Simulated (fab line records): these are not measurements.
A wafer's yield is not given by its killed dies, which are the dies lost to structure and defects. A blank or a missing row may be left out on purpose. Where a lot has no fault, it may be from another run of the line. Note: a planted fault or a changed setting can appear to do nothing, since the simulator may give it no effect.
Matching of chambers | flow n5_finfet | rie_si-04 running N5_FIN_CUT_CUT_ETCH_28: 4 sister chambers
The step etches Si in HBr/Cl2/O2, target depth 6 nm, time 2.4 s. 16 wafers are shown with their chamber, then 8 later ones without.

## WAFERS PAIRED WITH THEIR CHAMBERS
wafer  | chamber | drypump_motor_current_A (A) | throttle_valve_pct (%) | oes_product_au (a.u.)
L076.2 | 3       | 5.5                         | 37.1                   | 0.993
L076.3 | 2       | 4.7                         | 36.8                   | 1.017
L076.6 | 3       | 5.5                         | 37.0                   | 0.990
L078.1 | 1       | 5.3                         | 37.1                   | 0.974
L078.2 | 0       | 5.2                         | 37.1                   | 0.997
L078.4 | 3       | 5.4                         | 37.0                   | 0.999
L080.2 | 3       | 5.5                         | 37.1                   | 0.999
L080.4 | 2       | 4.7                         | 36.8                   | 1.022
L080.5 | 0       | 5.2                         | 37.1                   | 0.990
L086.1 | 0       | 5.2                         | 37.1                   | 0.989
L086.3 | 1       | 5.3                         | 37.1                   | 0.971
L086.5 | 0       | 5.2                         | 37.1                   | 0.996
L087.1 | 0       | 5.2                         | 37.1                   | 0.994
L087.3 | 3       | 5.5                         | 37.1                   | 0.994
L087.4 | 2       | 4.7                         | 36.8                   | 1.017
L094.1 | 2       | 4.7                         | 36.8                   | 1.018

SIGNATURES (means of the wafers above)
reading                 | chamber 0 | chamber 1 | chamber 2 | chamber 3 | scatter within a chamber
drypump_motor_current_A | 5.200     | 5.300     | 4.700     | 5.480     | 0.0258
throttle_valve_pct      | 37.100    | 37.100    | 36.800    | 37.060    | 0.0316
oes_product_au          | 0.99320   | 0.97250   | 1.01850   | 0.99500   | 0.00335
Rule: a wafer's distance from a chamber is the root of the sum, over the readings, of the square of ((its reading less the chamber's mean) divided by the reading's scatter). The wafer belongs to the nearest chamber; if the next one is less than 2 further off, it can't be placed. How the scatter is found: for the shown wafers, subtract from each reading the mean of its chamber, square and add these, divide the total by (wafers less chambers), then take the root.

## WAFERS MISSING THEIR CHAMBER
wafer  | drypump_motor_current_A (A) | throttle_valve_pct (%) | oes_product_au (a.u.)
L094.5 | 5.3                         | 37.1                   | 0.976
L094.6 | 4.7                         | 36.8                   | 1.012
L095.1 | 5.2                         | 37.1                   | 0.995
L095.2 | 4.7                         | 36.8                   | 1.016
L095.3 | 5.3                         | 37.1                   | 0.982
L095.4 | 5.5                         | 37.1                   | 0.998
L095.5 | 5.5                         | 37.0                   | 0.996
L095.6 | 4.7                         | 36.8                   | 1.018

## WHICH CHAMBER EACH ONE RAN IN
wafer  | from the rows above | in truth
L094.5 | 1                   | 1
L094.6 | 2                   | 2
L095.1 | 0                   | 0
L095.2 | 2                   | 2
L095.3 | 1                   | 1
L095.4 | 3                   | 3
L095.5 | 3                   | 3
L095.6 | 2                   | 2
Correct placement for 8 of the 8. Number that these rows cannot place: 0. Placed wrongly: 0.
